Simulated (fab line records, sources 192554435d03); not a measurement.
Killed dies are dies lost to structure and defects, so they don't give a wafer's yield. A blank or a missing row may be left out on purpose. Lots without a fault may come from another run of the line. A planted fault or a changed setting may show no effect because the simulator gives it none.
One fault seen from 3 desks | flow n5_finfet | each desk has only its own numbers; what lay behind them comes last

THE DEFECT DESK
What the inspections along the route counted, lot by lot: means of the sampled wafers that have a number. A lot is out of limits, marked OUT, if its mean lies more than 4 standard deviations from the usual mean; the brackets give that distance.
Columns: A = raw_defect_count at N5_BEOL_M6_INSPECT_30, usual 407
lot  | first seen here | A
L243 | day 8 21:54     | 447
L245 | day 9 17:22     | 568
L244 | day 9 19:08     | 396
L250 | day 10 17:30    | 305
L251 | day 10 23:19    | 319
L252 | day 11 14:46    | 395
L255 | day 11 23:34    | 265
L254 | day 11 23:38    | 382
L256 | day 13 00:26    | 517
L257 | day 13 03:44    | 425
L265 | day 14 17:23    | 437
This desk's finding: nothing out of limits on any of the 11 lots.

THE METROLOGY DESK
What the gauges read, lot by lot, whatever tool the lot ran on: means of the sampled wafers that have a number. A lot is out of limits, marked OUT, if its mean lies more than 4 standard deviations from the usual mean; the brackets give that distance.
Columns: A = cd_nm at N5_BEOL_M6_CD_MEAS_28, usual 39.99 nm
lot  | first seen here | A
L243 | day 8 21:49     | 40.00
L245 | day 9 17:17     | 39.85
L244 | day 9 19:03     | 40.14
L250 | day 10 17:25    | 39.95
L251 | day 10 23:13    | 40.21
L252 | day 11 14:40    | 39.98
L255 | day 11 23:28    | 40.03
L254 | day 11 23:33    | 41.03 (+4.5) OUT
L256 | day 13 00:20    | 40.62
L257 | day 13 03:38    | 40.39
L265 | day 14 17:17    | 40.05
This desk's finding: out of limits on L254; first on L254, day 11 23:33 (cd_nm at N5_BEOL_M6_CD_MEAS_28). In limits: L243, L245, L244, L250, L251, L252, L255, L256, L257, L265.

THE TOOL OWNER'S DESK: euv_scanner-02
The tool's own readings at N5_BEOL_M6_EXPOSE_25 (exposes mask V5, target cd 40 nm): means of the sampled wafers that have a number, for each lot that ran on this tool. A lot is out of limits, marked OUT, if its mean lies more than 4 standard deviations from the usual mean; the brackets give that distance.
Columns: A = exposure_dose_mJ_cm2 at N5_BEOL_M6_EXPOSE_25, usual 45.07
lot  | first seen here | A
L251 | day 10 23:06    | 44.99
L252 | day 11 14:33    | 44.94
L255 | day 11 23:20    | 44.96
L254 | day 11 23:25    | 46.40 (+6.6) OUT
L256 | day 13 00:13    | 46.21 (+5.7) OUT
L257 | day 13 03:31    | 45.90 (+4.1) OUT
This desk's finding: out of limits on L254, L256, L257; first on L254, day 11 23:25 (exposure_dose_mJ_cm2 at N5_BEOL_M6_EXPOSE_25). In limits: L251, L252, L255.

PUT TOGETHER
The tool owner's desk could have raised an alarm at day 11 23:25, on L254, L256, L257.
The metrology desk could have raised an alarm at day 11 23:33, on L254.
The defect desk saw nothing out of limits.
The defect desk has L254, L256, L257 on record, within its limits.
The metrology desk has L256, L257 on record, within its limits.
Of the lots named, all ran N5_BEOL_M6_EXPOSE_25 on euv_scanner-02.

WHAT THE SIMULATOR HAD PUT IN
Process parameter drift: euv_scanner-02, from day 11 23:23 on, at N5_BEOL_M6_EXPOSE_25. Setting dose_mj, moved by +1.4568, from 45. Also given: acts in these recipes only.
Lots struck among those shown: L254, L256, L257.
Hours from the fault's start to each desk's first reading out of limits: the tool owner's desk, 0; the metrology desk, 0.
